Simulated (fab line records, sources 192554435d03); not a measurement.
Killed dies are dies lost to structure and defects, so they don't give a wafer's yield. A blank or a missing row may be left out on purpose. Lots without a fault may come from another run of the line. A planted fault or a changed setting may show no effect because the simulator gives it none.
Split-lot experiment | flow n5_finfet | 7 lots, 21 wafers read, on a route of 1938 steps

THE SPLIT
At N5_BEOL_M7_EXPOSE_08 (exposes mask M7), the setting dose_mj was moved away from the recipe's 68.25 on 6 of the 21 wafers read, by -6.1% to +1.9%. The other wafers ran this setting at the recipe's value.

FROM THE SPLIT TO THE READING: what the file shows between them, 17 steps
- N5_BEOL_M7_PEB_09: peb time 60 s
- N5_BEOL_M7_DEVELOP_10: develop time 30 s
- N5_BEOL_M7_DESCUM_16: chemistry O2, time 7.9 s
- N5_BEOL_M7_ETCH_61: etches SiARC in CF4, target depth 45.5 nm, time 75.8 s
- N5_BEOL_M7_ETCH_62: etches SOC in N2/H2, target depth 110 nm, overetch 22 nm, time 165 s
- N5_BEOL_M7_STRIP_68: strips in N2/H2
- N5_BEOL_M7_HM_OPEN_17: chemistry Cl2/BCl3, target TiN, target depth 20 nm, overetch 6 nm
- N5_BEOL_M7_STRIP_19: strips in O2
- N5_BEOL_M7_CD_MEAS_18: pitch 80 nm, target cd 40 nm
- N5_BEOL_M7_TRENCH_ETCH_37: etches SiCOH lowk in C4F6/O2, target depth 93.478 nm, time 31.2 s (also split here: bias_w)
- N5_BEOL_M7_ETCH_41: etches SiCN in CH3F/O2, target depth 31.9 nm, time 57.8 s (also split here: bias_w)
- N5_BEOL_M7_STRIP_80: strips in N2/H2, time 10 s
- N5_BEOL_M7_OCD_MEAS_38
- N5_BEOL_M7_HM_STRIP_39: strips TiN in peroxide tin strip, target depth 25 nm, time 158 s
- N5_BEOL_M7_SRD_40: time 30 s
- N5_BEOL_M7_PRECLEAN_42: cleans in residue remover, time 60 s
- N5_BEOL_M7_SRD_43: time 30 s

THE READING
cd_nm, in nm, at N5_BEOL_M7_CD_MEAS_35 (target cd 40 nm). Fault-free wafers of this fab line usually give 40.1 nm, standard deviation 0.89 nm.

wafer  | tool, chamber at the split | dose_mj as run | against the recipe | cd_nm, nm | against lot-mates on the recipe
L076.2 | arfi_scanner-03, 0         | 68.25          | recipe             | 40.9      | -
L076.5 | arfi_scanner-03, 0         | 64.09          | -6.1%              | 36.1      | -4.1
L076.6 | arfi_scanner-03, 0         | 68.25          | recipe             | 39.5      | -
L077.1 | arfi_scanner-01, 0         | 64.77          | -5.1%              | 36.1      | -4.0
L077.3 | arfi_scanner-01, 0         | 64.77          | -5.1%              | 37.6      | -2.5
L077.5 | arfi_scanner-01, 0         | 68.25          | recipe             | 40.1      | -
L083.3 | arfi_scanner-02, 0         | 68.25          | recipe             | 38.7      | -
L083.5 | arfi_scanner-02, 0         | 68.25          | recipe             | 39.0      | -
L083.6 | arfi_scanner-02, 0         | 68.25          | recipe             | 40.0      | -
L084.2 | arfi_scanner-03, 0         | 64.46          | -5.6%              | 38.0      | -1.9
L084.5 | arfi_scanner-03, 0         | 68.25          | recipe             | 39.9      | -
L084.6 | arfi_scanner-03, 0         | 64.46          | -5.6%              | 36.8      | -3.1
L088.4 | arfi_scanner-02, 0         | 69.57          | +1.9%              | 39.7      | +0.4
L088.5 | arfi_scanner-02, 0         | 68.25          | recipe             | 39.3      | -
L088.6 | arfi_scanner-02, 0         | 68.25          | recipe             | 39.3      | -
L095.2 | arfi_scanner-02, 0         | 68.25          | recipe             | 42.0      | -
L095.5 | arfi_scanner-02, 0         | 68.25          | recipe             | 40.9      | -
L095.6 | arfi_scanner-02, 0         | 68.25          | recipe             | 41.3      | -
L097.3 | arfi_scanner-02, 0         | 68.25          | recipe             | 39.6      | -
L097.4 | arfi_scanner-02, 0         | 68.25          | recipe             | 39.3      | -
L097.5 | arfi_scanner-02, 0         | 68.25          | recipe             | 39.1      | -

THE FIT
A straight line over all 21 wafers: cd_nm changes by +0.516 nm for each +1% of dose_mj; r = +0.81; the points scatter about the line by 0.94 nm.
The same after taking each lot's own level away (the mean of its wafers on the recipe; 21 wafers): +0.552 nm for each +1%; r = +0.92; scatter 0.58 nm.
On that fit, the largest move of dose_mj shifts the reading by 3.4 nm.
The lots' own levels span 39.23 to 41.40 nm, that is 2.4 times the standard deviation above.
So the lot-to-lot level changes the slope little: the two slopes agree.
Check: with one of the wafers moved furthest among these (-6.1%) left out of the fit, the line predicts -3.2 nm for it against its lot-mates. It came out at -4.1 nm against them.

OTHER SPLITS ON THESE WAFERS
These wafers also went through other splits before the reading. Each is held against what the fit with the lots' levels taken away leaves over:
other split on the same wafers   | wafers away from the commonest value | r with cd_nm (lot level and that fit taken away)
N5_BEOL_M7_TRENCH_ETCH_37 bias_w | 10                                   | -0.07
N5_BEOL_M7_ETCH_41 bias_w        | 6                                    | -0.05

THE WHOLE CHAIN: every reading that the file lists as answering this split, in the file's order
step                  | what it does                                           | reading                                                               | change (the file's fit)               | r (the file's)
N5_BEOL_M7_ETCH_61    | etches SiARC in CF4, target depth 45.5 nm, time 75.8 s | BEOL_M7.cd_offset_nm (the simulator's own value, which no gauge read) | +0.482 nm for each +1% of the setting | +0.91
N5_BEOL_M7_CD_MEAS_18 | pitch 80 nm, target cd 40 nm                           | cd_nm                                                                 | +0.531 nm for each +1% of the setting | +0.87
N5_BEOL_M7_CD_MEAS_35 | target cd 40 nm                                        | cd_nm                                                                 | +0.572 nm for each +1% of the setting | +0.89

THE FILE'S OWN FIT
cd_nm changes by +0.572 nm for each +1% of dose_mj, r = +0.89.
